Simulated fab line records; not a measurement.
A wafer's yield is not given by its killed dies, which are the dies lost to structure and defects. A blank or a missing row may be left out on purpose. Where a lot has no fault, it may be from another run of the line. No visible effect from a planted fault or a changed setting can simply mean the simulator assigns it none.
Matching of chambers :: flow n5 finfet :: N5_BEOL_M10_ETCH_61 on rie diel-06 has 4 sister chambers
The step etches SiARC in CF4, target depth 39 nm, time 65 s. 4 wafers are shown with their chamber, then 7 later ones without.

== WAFERS, EACH WITH ITS CHAMBER ==
wafer: L080.6
chamber: 1
throttle valve pct (%): 15.77

wafer: L083.5
chamber: 0
throttle valve pct (%): 15.53

wafer: L088.3
chamber: 3
throttle valve pct (%): 15.95

wafer: L088.5
chamber: 2
throttle valve pct (%): 15.32

== WAFERS MISSING THEIR CHAMBER ==
wafer: L088.6
throttle valve pct (%): 15.30

wafer: L095.1
throttle valve pct (%): 15.58

wafer: L095.3
throttle valve pct (%): 15.35

wafer: L095.6
throttle valve pct (%): 15.32

wafer: L094.2
throttle valve pct (%): 15.31

wafer: L094.3
throttle valve pct (%): 15.58

wafer: L094.5
throttle valve pct (%): 15.97

== WHICH CHAMBER EACH ONE RAN IN ==
wafer: L088.6
from the rows above: 2
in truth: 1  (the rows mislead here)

wafer: L095.1
from the rows above: 0
in truth: 0

wafer: L095.3
from the rows above: 2
in truth: 2

wafer: L095.6
from the rows above: 2
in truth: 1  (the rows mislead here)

wafer: L094.2
from the rows above: 2
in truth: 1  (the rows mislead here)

wafer: L094.3
from the rows above: 0
in truth: 0

wafer: L094.5
from the rows above: 3
in truth: 3
Correctly placed: 4 of 7. From these rows, 0 cannot be placed. Number placed wrongly: 3.
How it was worked out, from the rows above alone: a wafer's distance from a chamber is the root of the sum, over the readings, of the square of ((its reading less the chamber's mean) divided by the reading's scatter). The wafer belongs to the nearest chamber; if the next one is less than 2 further off, it can't be placed. A chamber's mean is the mean of its shown wafers. The scatter: with one shown wafer a chamber, the root of the mean of the squares of how far each hidden wafer lies from its nearest shown one.
